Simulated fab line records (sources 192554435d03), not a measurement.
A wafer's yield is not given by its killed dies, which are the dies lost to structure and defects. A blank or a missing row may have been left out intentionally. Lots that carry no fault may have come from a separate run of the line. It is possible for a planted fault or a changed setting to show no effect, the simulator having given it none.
fab line records    flow n5-finfet
[record] lots = 6  wafers = 18  last-day = 17
route steps=1938 shown BEOL_M7@1331 BEOL_M8@1332
lots untouched by any fault: they come from a run of this same line in which no faults occurred
start-h: start of the lot's first displayed wafer, in hours after the record's first day    wait-h: time in hours since the lot's previous step    " repeats the value in the row above    L1.1+2: a row that stands for several wafers    - no value present, or no start provided    * or withheld: withheld    < > ~ a bound
route shown NAME@n: a module of which the file shows steps, and the number in the route of the first    usual: the fault-free wafers' mean and standard deviation    same: alike in all rows    chamber/n: place in a boat    sites: per-site readings    _std_site: standard deviation of those values    _edge_site: mean of outer sites minus mean of inner sites    radius-mm: how far each site lies from the wafer's centre    mask NAME#n: copy n    behind: the last tool/chamber to shape the wafer    hold: why the lot was held/for how many hours/how that ended    device: whichever transistor did not switch (one of n, p or np)    end of line: at the end of the route, the tests of the same wafers    a step with no rows: only its recipe    killed: dies lost to structure and defects at the first sort, not the wafer's yield    map: dies across one wafer; x = killed, . = not, _ = none there
set.NAME: the setting that was run; set.NAME@STEP: the one run at that earlier step    model.NAME: the simulator's own value behind a step, which no gauge read
lots at some steps of the route; a table a step, a row a wafer
services: the hour from which a tool's chamber was out of use, counted from the record's first day as start-h (under 0 if before that day), plus the number of hours and why
[[steps]]
[step N5_BEOL_M7_INSPECT_58]
[recipe] inspect-instrument = darkfield  mode = post-dep
[usual] raw-defect-count = 67/24
lot.wafer  tool               chamber  start-h  wait-h  raw-defect-count
L982.2     defect-inspect-01  -        232.89   0.0     112
L982.4     "                  -        "        "       149
L982.5     "                  -        "        "       56
L985.4     defect-inspect-01  -        251.39   0.0     64
L985.5     "                  -        "        "       37
L985.6     "                  -        "        "       54
L986.1     defect-inspect-02  -        259.65   0.0     65
L986.3     "                  -        "        "       59
L986.6     "                  -        "        "       85
L996.1     defect-inspect-02  -        313.06   0.0     55
L996.3     "                  -        "        "       57
L996.6     "                  -        "        "       44
L998.2     defect-inspect-01  -        323.48   0.0     80
L998.5     "                  -        "        "       110
L998.6     "                  -        "        "       99
L100.1     defect-inspect-02  -        328.61   0.0     95
L100.3     "                  -        "        "       77
L100.4     "                  -        "        "       94
[step N5_BEOL_M8_ILD_DEP_00]
[recipe] material = SiCOH_lowk  target-thk-a = 1797.5  temp-c = 300  precursor = DEMS/porogen  pressure-torr = 5  rf-w = 500  time-s = 33.4
[usual] heater-power-w = 281/43  showerhead-plenum-p-Torr = 5.740/0.016  showerhead-vpp-V = 1393/45  throttle-valve-pct = 14.1/0.63
lot.wafer  tool      chamber  start-h  wait-h  heater-power-w  showerhead-plenum-p-Torr  showerhead-vpp-V  throttle-valve-pct
L982.2     pecvd-02  1        232.93   0.0     321             5.774                     1347              14.8
L982.4     "         0        "        "       272             5.721                     1425              14.3
L982.5     "         1        "        "       320             5.772                     1356              14.4
L985.4     pecvd-03  1        251.44   0.1     209             5.723                     1412              13.9
L985.5     "         2        "        "       368             5.746                     1409              13.2
L985.6     "         0        "        "       276             5.749                     1348              13.6
L986.1     pecvd-03  1        259.68   0.0     205             5.745                     1419              14.1
L986.3     "         2        "        "       296             5.759                     1423              13.3
L986.6     "         0        "        "       247             5.738                     1337              13.8
L996.1     pecvd-03  0        313.09   0.0     253             5.740                     1316              13.6
L996.3     "         2        "        "       322             5.729                     1393              13.3
L996.6     "         0        "        "       263             5.735                     1319              13.6
L998.2     pecvd-03  1        323.52   0.0     213             5.737                     1412              14.3
L998.5     "         2        "        "       297             5.732                     1421              13.3
L998.6     "         0        "        "       282             5.754                     1370              14.0
L100.1     pecvd-02  1        328.65   0.0     338             5.771                     1329              14.7
L100.3     "         2        "        "       326             5.709                     1454              13.7
L100.4     "         1        "        "       336             5.762                     1357              14.5
[step N5_BEOL_M8_CURE_74]
[recipe] temp-c = 385  time-s = 240  ambient = He/Ar  material = SiCOH_lowk
[usual] lamp-power-pct = 52.31/0.055  wafer_temp_C_max = 387.2/0.7
lot.wafer  tool        chamber  start-h  wait-h  lamp-power-pct  wafer_temp_C_max
L982.2     uv-cure-01  0        233.07   0.1     52.40           386.9
L982.4     "           0        "        "       52.27           386.5
L982.5     "           0        "        "       52.40           386.8
L985.4     uv-cure-01  1        251.73   0.3     52.22           387.3
L985.5     "           1        "        "       52.26           386.7
L985.6     "           1        "        "       52.31           386.8
L986.1     uv-cure-03  0        260.07   0.4     52.35           386.7
L986.3     "           0        "        "       52.41           387.1
L986.6     "           0        "        "       52.32           387.2
L996.1     uv-cure-02  2        313.16   0.0     52.18           389.0
L996.3     "           2        "        "       52.23           388.2
L996.6     "           2        "        "       52.30           388.6
L998.2     uv-cure-01  0        323.66   0.1     52.32           386.2
L998.5     "           0        "        "       52.16           386.5
L998.6     "           0        "        "       52.25           386.9
L100.1     uv-cure-03  1        328.71   0.0     52.39           387.0
L100.3     "           1        "        "       52.26           386.7
L100.4     "           1        "        "       52.38           387.4
[step N5_BEOL_M8_THK_MEAS_01]
[recipe] reads = SiCOH_lowk_of_BEOL_M8_ILD_DEP_00
[usual] M8_ILD_THK = 155.0/2.5
lot.wafer  tool           chamber  start-h  wait-h  M8_ILD_THK[nm]
L982.2     film-metro-01  -        233.51   0.4     154.7
L982.4     "              -        "        "       160.0
L982.5     "              -        "        "       157.8
L985.4     film-metro-01  -        252.00   0.2     154.1
L985.5     "              -        "        "       154.7
L985.6     "              -        "        "       157.9
L986.1     film-metro-01  -        261.06   0.8     150.8
L986.3     "              -        "        "       154.7
L986.6     "              -        "        "       158.3
L996.1     film-metro-01  -        313.67   0.4     154.9
L996.3     "              -        "        "       154.3
L996.6     "              -        "        "       158.6
L998.2     film-metro-01  -        324.09   0.4     151.7
L998.5     "              -        "        "       156.2
L998.6     "              -        "        "       157.7
L100.1     film-metro-01  -        329.23   0.4     151.4
L100.3     "              -        "        "       152.7
L100.4     "              -        "        "       153.4
[step N5_BEOL_M8_PECVD_70]
[recipe] material = SiO2  target-thk-a = 200  temp-c = 400  precursor = TEOS/O2  pressure-torr = 5.5  rf-w = 450  teos-flow-sccm = 53.8  gas = O2  flow-sccm = 3000  time-s = 22.7
[usual] heater-power-w = 654/92  showerhead-plenum-p-Torr = 8.78/0.065  showerhead-vpp-V = 1323/49  throttle-valve-pct = 22.6/0.91
lot.wafer  tool      chamber  start-h  wait-h  heater-power-w  showerhead-plenum-p-Torr  showerhead-vpp-V  throttle-valve-pct
L982.2     pecvd-02  0        233.54   0.0     539             8.76                      1348              23.2
L982.4     "         0        "        "       568             8.72                      1310              23.0
L982.5     "         1        "        "       671             8.89                      1281              23.4
L985.4     pecvd-02  0        252.06   0.1     618             8.72                      1363              23.3
L985.5     "         2        "        "       711             8.67                      1404              22.1
L985.6     "         1        "        "       746             8.92                      1289              23.4
L986.1     pecvd-03  1        261.10   0.0     555             8.79                      1332              22.9
L986.3     "         2        "        "       737             8.76                      1338              21.1
L986.6     "         0        "        "       599             8.79                      1248              22.1
L996.1     pecvd-02  2        313.71   0.0     717             8.70                      1399              22.4
L996.3     "         1        "        "       777             8.91                      1277              23.5
L996.6     "         1        "        "       772             8.91                      1272              23.3
L998.2     pecvd-04  1        324.13   0.0     679             8.77                      1294              23.9
L998.5     "         2        "        "       723             8.80                      1255              19.9
L998.6     "         0        "        "       620             8.83                      1387              24.1
L100.1     pecvd-04  1        329.26   0.0     608             8.74                      1294              23.9
L100.3     "         2        "        "       765             8.81                      1268              20.3
L100.4     "         0        "        "       632             8.82                      1354              24.2
[step N5_BEOL_M8_HM_DEP_02]
[recipe] material = TiN  target-thk-a = 200  temp-c = 25  chamber-pressure-pa = 0.49996
[usual] throttle-valve-pct = 30.3/1.3
lot.wafer  tool            chamber  start-h  wait-h  throttle-valve-pct
L982.2     pvd-sputter-02  -        234.55   1.0     31.2
L982.4     "               -        "        "       32.8
L982.5     "               -        "        "       31.7
L985.4     pvd-sputter-01  -        252.62   0.6     30.6
L985.5     "               -        "        "       27.9
L985.6     "               -        "        "       30.5
L986.1     pvd-sputter-03  -        264.90   3.8     30.7
L986.3     "               -        "        "       31.2
L986.6     "               -        "        "       27.8
L996.1     pvd-sputter-03  -        314.46   0.7     28.1
L996.3     "               -        "        "       31.2
L996.6     "               -        "        "       31.1
L998.2     pvd-sputter-02  -        325.43   1.3     30.8
L998.5     "               -        "        "       31.8
L998.6     "               -        "        "       30.9
L100.1     pvd-sputter-01  -        330.16   0.9     30.2
L100.3     "               -        "        "       30.7
L100.4     "               -        "        "       28.1
[step N5_BEOL_M8_COAT_59]
[recipe] resist = SOC  temp-c = 250  time-s = 60  spin-rpm = 1500  resist-thk-nm = 100
[step N5_BEOL_M8_COAT_60]
[recipe] resist = SiARC  temp-c = 220  time-s = 60  spin-rpm = 1500  resist-thk-nm = 35
[step N5_BEOL_M8_COAT_05]
[recipe] resist = CAR-ArF  spin-rpm = 1500  resist-thk-nm = 90
[step N5_BEOL_M8_EBR_07]
[recipe] solvent = PGMEA  ebr-width-mm = 1.5
[step N5_BEOL_M8_SOFTBAKE_06]
[recipe] temp-c = 110  time-s = 60  resist = CAR-ArF
[step N5_BEOL_M8_EXPOSE_08]
[recipe] mask-id = M8  na = 1.35  source-shape = dipole  sigma-inner = 0.817  sigma-outer = 0.97  polarization = te  dose-mj = 68.25
[step N5_BEOL_M8_PEB_09]
[recipe] peb-temp-c = withheld  peb-time-s = 60  resist = CAR-ArF
[usual] resist-line-temp-C = 23.00/0.1
lot.wafer  tool            chamber  start-h  wait-h  resist-line-temp-C
L982.2     litho-track-01  0        234.98   0.0     23.09
L982.4     "               0        "        "       22.84
L982.5     "               0        "        "       22.89
L985.4     litho-track-01  0        253.06   0.0     23.06
L985.5     "               0        "        "       23.10
L985.6     "               0        "        "       22.98
L986.1     litho-track-01  0        265.21   0.1     23.09
L986.3     "               0        "        "       22.91
L986.6     "               0        "        "       23.00
L996.1     litho-track-04  0        314.90   0.1     22.93
L996.3     "               0        "        "       23.14
L996.6     "               0        "        "       23.07
L998.2     litho-track-04  0        325.86   0.0     23.04
L998.5     "               0        "        "       23.00
L998.6     "               0        "        "       23.07
L100.1     litho-track-04  0        330.59   0.1     22.81
L100.3     "               0        "        "       22.97
L100.4     "               0        "        "       22.97
[step N5_BEOL_M8_DEVELOP_10]
[recipe] develop-time-s = 30  developer = TMAH  resist = CAR-ArF  rinse-liquid = diw  dry = air-spin  dev-temp-c = 23
[step N5_BEOL_M8_CD_MEAS_11]
[recipe] target-cd-nm = 38.5  landing-energy-ev = 500  detector = se-inlens  polarity = opening
[usual] cd-nm = 38.9/0.64
lot.wafer  tool       chamber  start-h  wait-h  cd-nm
L982.2     cd-sem-03  0        235.05   -       39.1
L982.4     "          0        "        "       38.7
L982.5     "          0        "        "       38.6
L985.4     cd-sem-02  0        253.13   -       37.9
L985.5     "          0        "        "       38.7
L985.6     "          0        "        "       37.3
L986.1     cd-sem-03  0        265.27   -       38.2
L986.3     "          0        "        "       37.9
L986.6     "          0        "        "       39.1
L996.1     cd-sem-03  0        314.97   -       37.5
L996.3     "          0        "        "       38.5
L996.6     "          0        "        "       37.7
L998.2     cd-sem-02  0        325.93   -       37.7
L998.5     "          0        "        "       37.8
L998.6     "          0        "        "       37.3
L100.1     cd-sem-01  0        330.66   -       40.3
L100.3     "          0        "        "       37.9
L100.4     "          0        "        "       39.1
[step N5_BEOL_M8_OVL_MEAS_12]
[recipe] points-per-wafer = 44
[usual] M8_OVL = 0.0/0.76
lot.wafer  tool        chamber  start-h  wait-h  M8_OVL[nm]
L982.2     overlay-02  0        235.08   0.0     -0.2
L982.4     "           0        "        "       1.0
L982.5     "           0        "        "       0.0
L985.4     overlay-01  0        253.15   0.0     0.5
L985.5     "           0        "        "       -0.7
L985.6     "           0        "        "       0.8
L986.1     overlay-01  0        265.30   0.0     0.5
L986.3     "           0        "        "       0.0
L986.6     "           0        "        "       0.0
L996.1     overlay-02  0        315.00   0.0     0.1
L996.3     "           0        "        "       -0.3
L996.6     "           0        "        "       -0.1
L998.2     overlay-02  0        325.96   0.0     -0.5
L998.5     "           0        "        "       -0.7
L998.6     "           0        "        "       0.0
L100.1     overlay-01  0        330.69   0.0     -0.2
L100.3     "           0        "        "       -1.2
L100.4     "           0        "        "       0.7
[step N5_BEOL_M8_INSPECT_13]
[recipe] mode = adi  inspect-instrument = brightfield
[usual] raw-defect-count = 417/100
lot.wafer  tool               chamber  start-h  wait-h  raw-defect-count
L982.2     defect-inspect-01  -        235.10   0.0     595
L982.4     "                  -        "        "       613
L982.5     "                  -        "        "       481
L985.4     defect-inspect-01  -        253.18   0.0     455
L985.5     "                  -        "        "       392
L985.6     "                  -        "        "       385
L986.1     defect-inspect-02  -        265.33   0.0     385
L986.3     "                  -        "        "       325
L986.6     "                  -        "        "       341
L996.1     defect-inspect-01  -        315.02   0.0     379
L996.3     "                  -        "        "       361
L996.6     "                  -        "        "       373
L998.2     defect-inspect-02  -        325.98   0.0     313
L998.5     "                  -        "        "       317
L998.6     "                  -        "        "       408
L100.1     defect-inspect-01  -        330.71   0.0     510
L100.3     "                  -        "        "       523
L100.4     "                  -        "        "       557
[step N5_BEOL_M8_DESCUM_16]
[recipe] chemistry = O2  time-s = 7.9  source-power-w = 50  bias-power-w = 20  pressure-mtorr = 20  rf-frequency-hz = 2.712e+07  temp-c = 40  resist = CAR-ArF  o2-flow-sccm = 225
[usual] bias-power-w = 19.99/0.064  drypump-motor-current-A = 5.5/0.55  oes-product-au = 0.82/0.084  rf-vpp-V = 243.9/1.3  showerhead-plenum-p-Torr = 2.13/0.077  throttle-valve-pct = 20.40/0.18
lot.wafer  tool         chamber  start-h  wait-h  bias-power-w  drypump-motor-current-A  oes-product-au  rf-hours-counter-h  rf-vpp-V  showerhead-plenum-p-Torr  throttle-valve-pct
L982.2     rie-diel-05  2        235.48   0.4     20.01         5.3                      0.86            69                  242.9     2.12                      20.15
L982.4     "            0        "        "       19.98         4.8                      0.96            8                   244.8     2.25                      20.52
L982.5     "            2        "        "       20.08         5.3                      0.86            -                   244.2     2.12                      20.17
L985.4     rie-diel-06  3        253.21   0.0     20.06         5.9                      0.79            125                 242.7     2.10                      20.45
L985.5     "            0        "        "       19.97         6.2                      0.95            -                   243.7     2.04                      20.38
L985.6     "            3        "        "       20.01         5.9                      0.79            -                   244.5     2.10                      20.45
L986.1     rie-diel-05  0        265.38   0.1     19.95         4.8                      0.92            20                  245.0     2.25                      20.54
L986.3     "            2        "        "       19.93         5.3                      0.83            82                  243.5     2.12                      20.18
L986.6     "            0        "        "       19.91         4.8                      0.93            -                   245.8     2.25                      20.54
L996.1     rie-diel-05  1        316.38   1.4     20.08         5.3                      0.85            56                  244.0     2.20                      20.47
L996.3     "            1        "        "       20.01         5.3                      0.84            -                   245.7     2.20                      20.46
L996.6     "            1        "        "       20.08         5.4                      0.84            -                   245.4     2.20                      20.47
L998.2     rie-diel-05  2        326.01   0.0     20.07         5.3                      0.79            111                 244.1     2.11                      20.23
L998.5     "            1        "        "       19.95         5.3                      0.84            -                   244.7     2.20                      20.46
L998.6     "            0        "        "       20.01         4.8                      0.88            -                   245.1     2.24                      20.57
L100.1     rie-diel-04  2        331.25   0.5     20.02         5.7                      0.87            60                  243.3     2.02                      20.30
L100.3     "            1        "        "       19.92         5.9                      0.89            35                  242.2     2.15                      20.83
L100.4     "            3        "        "       19.94         6.2                      0.72            181                 239.9     1.99                      20.73
[step N5_BEOL_M8_ETCH_61]
[recipe] chemistry = CF4  target = SiARC  target-depth-a = 455  mask-material = CAR-ArF  time-s = 75.8  ion-energy-ev = 80  pressure-mtorr = 40  source-w = 545  bias-w = 36  Ar_flow_sccm = 100  cf4-flow-sccm = 100  ends = cleared
[usual] drypump-motor-current-A = 5.5/0.55  etch-rf-on-time-s = 75.1/2.1  oes-product-au = 0.70/0.077  rf-vpp-V = 184.5/1.1  showerhead-plenum-p-Torr = 2.18/0.071  throttle-valve-pct = 15.58/0.2
lot.wafer  tool         chamber  start-h  wait-h  drypump-motor-current-A  etch-rf-on-time-s  oes-product-au  rf-hours-counter-h  rf-vpp-V  showerhead-plenum-p-Torr  throttle-valve-pct  model.BEOL_M8.cd-offset-nm
L982.2     rie-diel-05  2        235.52   0.0     5.3                      75.7               0.71            69                  185.2     2.15                      15.18               0.6
L982.4     "            0        "        "       4.8                      70.6               0.86            8                   184.5     2.28                      15.45               0.2
L982.5     "            2        "        "       5.3                      75.5               0.70            -                   184.2     2.15                      15.20               0.2
L985.4     rie-diel-06  3        253.25   0.0     5.9                      75.8               0.65            125                 185.1     2.15                      15.62               -1
L985.5     "            0        "        "       6.3                      73.7               0.82            -                   185.2     2.10                      15.57               -0.6
L985.6     "            3        "        "       5.9                      75.9               0.65            -                   185.4     2.15                      15.63               -1.6
L986.1     rie-diel-05  0        265.42   0.0     4.8                      71.5               0.82            20                  186.3     2.28                      15.49               -0.8
L986.3     "            2        "        "       5.3                      76.1               0.69            82                  185.2     2.15                      15.24               -0.6
L986.6     "            0        "        "       4.8                      72.3               0.82            -                   186.7     2.28                      15.49               0
L996.1     rie-diel-05  1        316.44   0.0     5.3                      72.9               0.74            56                  185.1     2.24                      15.65               -0.6
L996.3     "            1        "        "       5.3                      72.8               0.74            -                   185.4     2.24                      15.65               0
L996.6     "            1        "        "       5.3                      73.1               0.74            -                   186.5     2.24                      15.62               -1
L998.2     rie-diel-05  2        326.05   0.0     5.3                      75.6               0.67            111                 182.7     2.14                      15.28               -1
L998.5     "            1        "        "       5.3                      72.1               0.75            -                   185.4     2.24                      15.63               -0.4
L998.6     "            0        "        "       4.8                      70.1               0.78            -                   185.5     2.27                      15.53               -1.6
L100.1     rie-diel-04  2        331.28   0.0     5.7                      78.3               0.72            60                  184.2     2.07                      15.50               1.4
L100.3     "            1        "        "       5.8                      73.0               0.77            35                  183.8     2.18                      15.79               0.2
L100.4     "            3        "        "       6.2                      79.0               0.60            181                 182.7     2.06                      15.99               0.4
[step N5_BEOL_M8_ETCH_62]
[recipe] chemistry = N2/H2  target = SOC  target-depth-a = 1100  overetch-a = 220  mask-material = SiARC  temp-c = 40  time-s = 165  ion-energy-ev = 200  pressure-mtorr = 30  source-w = 840  bias-w = 150  n2-flow-sccm = 200  h2-flow-sccm = 200
[usual] drypump-motor-current-A = 5.5/0.55  oes-product-au = 0.69/0.069  rf-vpp-V = 525.2/2.4  showerhead-plenum-p-Torr = 2.59/0.086  throttle-valve-pct = 17.81/0.19
lot.wafer  tool         chamber  start-h  wait-h  drypump-motor-current-A  oes-product-au  rf-hours-counter-h  rf-vpp-V  showerhead-plenum-p-Torr  throttle-valve-pct  model.BEOL_M8.cd-offset-nm
L982.2     rie-diel-05  2        235.57   0.0     5.3                      0.70            69                  526.3     2.57                      17.43               1
L982.4     "            0        "        "       4.8                      0.82            8                   528.6     2.71                      17.73               0
L982.5     "            2        "        "       5.3                      0.70            -                   524.3     2.57                      17.44               0.6
L985.4     rie-diel-06  3        253.30   0.0     5.9                      0.66            125                 524.0     2.56                      17.85               -0.6
L985.5     "            0        "        "       6.2                      0.79            -                   523.5     2.51                      17.83               -0.2
L985.6     "            3        "        "       5.9                      0.65            -                   524.2     2.56                      17.84               -1.6
L986.1     rie-diel-05  0        265.47   0.0     4.8                      0.79            21                  528.7     2.71                      17.74               -0.8
L986.3     "            2        "        "       5.3                      0.70            82                  525.2     2.56                      17.47               -0.4
L986.6     "            0        "        "       4.8                      0.79            -                   528.7     2.71                      17.74               -0.2
L996.1     rie-diel-05  1        316.52   0.1     5.3                      0.72            56                  528.2     2.70                      18.01               -0.6
L996.3     "            1        "        "       5.3                      0.72            -                   528.7     2.70                      18.01               0.2
L996.6     "            1        "        "       5.3                      0.72            -                   529.1     2.70                      18.01               -0.8
L998.2     rie-diel-05  2        326.11   0.0     5.3                      0.68            111                 524.0     2.55                      17.51               -0.4
L998.5     "            1        "        "       5.3                      0.72            -                   527.1     2.69                      18.01               0
L998.6     "            0        "        "       4.8                      0.76            -                   525.8     2.70                      17.78               -2
L100.1     rie-diel-04  2        331.34   0.0     5.7                      0.72            60                  522.2     2.46                      17.73               1.4
L100.3     "            1        "        "       5.9                      0.75            35                  524.0     2.58                      17.96               -0.4
L100.4     "            3        "        "       6.2                      0.62            181                 520.3     2.42                      18.26               0.4
[step N5_BEOL_M8_STRIP_68]
[recipe] chemistry = N2/H2  temp-c = 40  n2-flow-sccm = 200  h2-flow-sccm = 200  rf-frequency-hz = 6e+07
[[services]]
tool            chamber  start-h  hours  kind
pecvd-03        2        213.00   -      clean
pecvd-03        2        213.00   -      consumable-replace:showerhead
pecvd-03        2        213.00   29.0   scheduled-down
pecvd-03        2        213.00   29.0   vent-cycle
rie-diel-04     1        214.39   -      clean
rie-diel-04     1        214.39   -      consumable-replace:focus-ring
rie-diel-04     1        214.39   16.8   scheduled-down
rie-diel-04     1        214.39   16.8   vent-cycle
rie-diel-04     1        235.62   8.8    repair
rie-diel-05     3        239.05   115.1  repair
uv-cure-02      -        240.52   1.9    repair
pecvd-04        2        272.32   2.5    repair
pecvd-03        1        275.80   7.2    repair
uv-cure-01      -        282.81   2.1    pm
uv-cure-03      -        286.17   2.1    pm
uv-cure-02      -        296.72   1.0    pm
rie-diel-06     1        300.87   -      clean
rie-diel-06     1        300.87   -      consumable-replace:focus-ring
pecvd-03        0        304.17   5.5    scheduled-down
pecvd-03        -        308.30   0.8    pm
pecvd-03        0        315.83   2.1    scheduled-down
pecvd-02        -        317.36   0.8    repair
pvd-sputter-02  -        321.23   1.2    repair
pvd-sputter-01  -        330.79   2.4    repair
[[key]]
first-sign none at tools or gauges
[model-effect] step = N5_BEOL_M8_ETCH_61  value = BEOL_M8.cd-offset-nm  without = 0.5667  struck = -0.7667
[model-effect] step = N5_BEOL_M8_ETCH_62  value = BEOL_M8.cd-offset-nm  without = 0.7  struck = -0.6333
met-at N5_BEOL_M8_PEB_09
struck-wafers L985.4,L985.5,L985.6,L986.1,L986.3,L986.6
[loop-trim] step = N5_BEOL_M8_EXPOSE_08  setting = dose  lots = L986
onset-between 234.98 253.06
[fault] kind = process-parameter-drift  tool = litho-track-01  chamber = -  onset-h = 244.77  steps = N5_BEOL_M8_PEB_09  channel = peb-time-s  offset = *  shape = step  end-h = 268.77  acts-in = *  stated = *
// loop-trim: a control loop set the setting to another value than it would have without faults
